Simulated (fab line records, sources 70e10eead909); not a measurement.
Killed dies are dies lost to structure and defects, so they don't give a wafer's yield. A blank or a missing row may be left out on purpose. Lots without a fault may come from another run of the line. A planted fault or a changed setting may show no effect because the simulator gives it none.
Chamber matching | flow nand_harc | NHARC_A_STAIRCASE_DESCUM_291 on rie_diel-11: 4 sister chambers
The step chemistry O2, time 3 s. 4 wafers are shown with their chamber, then 7 later ones without.

WAFERS WITH THEIR CHAMBER
wafer  | chamber | showerhead_plenum_p_Torr (Torr)
L079.1 | 3       | 1.82
L081.5 | 0       | 1.96
L085.2 | 2       | 1.83
L085.3 | 1       | 1.80

WAFERS WITHOUT THEIR CHAMBER
wafer  | showerhead_plenum_p_Torr (Torr)
L085.4 | 1.95
L095.1 | 1.81
L095.3 | 1.95
L095.5 | 1.95
L095.2 | 1.79
L095.4 | 1.82
L095.6 | 1.81

WHICH CHAMBER EACH WENT THROUGH
wafer  | from the rows above          | in truth
L085.4 | 0                            | 0
L095.1 | can't be placed: 1 or 3 or 2 | 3
L095.3 | 0                            | 0
L095.5 | 0                            | 0
L095.2 | 1                            | 1
L095.4 | can't be placed: 3 or 2      | 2
L095.6 | can't be placed: 1 or 3 or 2 | 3
Placed correctly: 4 of 7. Can't be placed from these rows: 3 (the true chamber is among the candidates in 3). Placed wrongly: 0.
How it was worked out, from the rows above alone: a wafer's distance from a chamber is the root of the sum, over the readings, of the square of ((its reading less the chamber's mean) divided by the reading's scatter). The wafer belongs to the nearest chamber; if the next one is less than 2 further off, it can't be placed. A chamber's mean is the mean of its shown wafers. The scatter: with one shown wafer a chamber, the root of the mean of the squares of how far each hidden wafer lies from its nearest shown one.
